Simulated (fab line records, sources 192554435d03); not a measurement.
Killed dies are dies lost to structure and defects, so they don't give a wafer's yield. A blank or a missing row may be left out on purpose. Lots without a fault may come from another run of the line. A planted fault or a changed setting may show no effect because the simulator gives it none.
Chamber matching | flow n5_finfet | N5_GATE_CUT_CMP_23 on cmp-01: 4 sister chambers
The step polishes, stops on SiO2, t overpolish 23.4 s, target thk 16 nm. 7 wafers are shown with their chamber, then 7 later ones without.

WAFERS WITH THEIR CHAMBER
wafer  | chamber | motor_current_A (A) | time_to_endpoint_s (s)
L076.4 | 1       | 9.3                 | 19.7
L076.5 | 1       | 9.3                 | 21.4
L081.5 | 3       | 8.1                 | 23.3
L080.1 | 2       | 8.3                 | 18.2
L080.6 | 0       | 7.9                 | 22.7
L089.2 | 0       | 7.8                 | 18.4
L089.4 | 2       | 8.1                 | 16.2

WAFERS WITHOUT THEIR CHAMBER
wafer  | motor_current_A (A) | time_to_endpoint_s (s)
L089.5 | 8.0                 | 18.8
L092.4 | 8.0                 | 19.7
L092.5 | 8.3                 | 18.6
L092.6 | 7.7                 | 22.5
L094.1 | 7.8                 | 19.1
L094.2 | 7.7                 | 22.7
L094.3 | 8.6                 | 18.5

WHICH CHAMBER EACH WENT THROUGH
wafer  | from the rows above          | in truth
L089.5 | can't be placed: 0 or 2 or 3 | 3
L092.4 | can't be placed: 0 or 3 or 2 | 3
L092.5 | can't be placed: 2 or 3      | 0
L092.6 | 0                            | 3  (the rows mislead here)
L094.1 | 0                            | 0
L094.2 | 0                            | 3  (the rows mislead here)
L094.3 | can't be placed: 2 or 3      | 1
Placed correctly: 1 of 7. Can't be placed from these rows: 4 (the true chamber is among the candidates in 2). Placed wrongly: 2.
How it was worked out, from the rows above alone: a wafer's distance from a chamber is the root of the sum, over the readings, of the square of ((its reading less the chamber's mean) divided by the reading's scatter). The wafer belongs to the nearest chamber; if the next one is less than 2 further off, it can't be placed. A chamber's mean is the mean of its shown wafers. The scatter: the root of (the sum of the squares of (reading less its chamber's mean) over the shown wafers, divided by (wafers less chambers)).
